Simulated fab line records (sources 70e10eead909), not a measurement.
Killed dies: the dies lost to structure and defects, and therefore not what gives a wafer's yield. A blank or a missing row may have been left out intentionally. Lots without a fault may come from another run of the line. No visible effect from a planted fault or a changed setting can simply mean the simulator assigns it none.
Chamber matching :: flow nand-harc :: NHARC_A_CONTACT_ETCH_75 on rie-diel-09 has 4 sister chambers
The step etches the open film in CF4, target depth 39 nm, time 65 s. 4 wafers are shown with their chamber, then 12 later ones without.

WAFERS WITH THEIR CHAMBER
wafer: L083.4
chamber: 1
showerhead-plenum-p-Torr (Torr): 1.64

wafer: L089.1
chamber: 2
showerhead-plenum-p-Torr (Torr): 1.65

wafer: L089.2
chamber: 3
showerhead-plenum-p-Torr (Torr): 1.66

wafer: L089.3
chamber: 0
showerhead-plenum-p-Torr (Torr): 1.86

WAFERS WITH NO CHAMBER GIVEN
wafer: L090.1
showerhead-plenum-p-Torr (Torr): 1.66

wafer: L090.4
showerhead-plenum-p-Torr (Torr): 1.64

wafer: L090.5
showerhead-plenum-p-Torr (Torr): 1.66

wafer: L095.1
showerhead-plenum-p-Torr (Torr): 1.85

wafer: L095.2
showerhead-plenum-p-Torr (Torr): 1.66

wafer: L095.5
showerhead-plenum-p-Torr (Torr): 1.85

wafer: L097.1
showerhead-plenum-p-Torr (Torr): 1.91

wafer: L097.3
showerhead-plenum-p-Torr (Torr): 1.85

wafer: L097.6
showerhead-plenum-p-Torr (Torr): 1.65

wafer: L096.3
showerhead-plenum-p-Torr (Torr): 1.85

wafer: L096.5
showerhead-plenum-p-Torr (Torr): 1.65

wafer: L096.6
showerhead-plenum-p-Torr (Torr): 1.65

WHICH CHAMBER EACH WENT THROUGH
wafer: L090.1
from the rows above: can't be placed: 3 or 2 or 1
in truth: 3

wafer: L090.4
from the rows above: can't be placed: 1 or 2 or 3
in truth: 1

wafer: L090.5
from the rows above: can't be placed: 3 or 2 or 1
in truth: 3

wafer: L095.1
from the rows above: 0
in truth: 0

wafer: L095.2
from the rows above: can't be placed: 3 or 2 or 1
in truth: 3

wafer: L095.5
from the rows above: 0
in truth: 0

wafer: L097.1
from the rows above: 0
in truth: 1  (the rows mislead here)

wafer: L097.3
from the rows above: 0
in truth: 0

wafer: L097.6
from the rows above: can't be placed: 2 or 1 or 3
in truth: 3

wafer: L096.3
from the rows above: 0
in truth: 0

wafer: L096.5
from the rows above: can't be placed: 2 or 1 or 3
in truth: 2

wafer: L096.6
from the rows above: can't be placed: 2 or 1 or 3
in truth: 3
4 of 12 placed correctly. From these rows, 7 cannot be placed; in 7 the true chamber is one of the candidates. 1 placed wrongly.
How it was worked out, from the rows above alone: a wafer's distance from a chamber is the root of the sum, over the readings, of the square of ((its reading less the chamber's mean) divided by the reading's scatter). If the next closest chamber is less than 2 further off than the closest, the wafer can't be placed; otherwise it belongs to the closest. For every chamber, the mean is computed from those of its wafers that are shown. The scatter: root of mean squared gap, hidden wafer to nearest shown wafer, with one shown wafer a chamber.
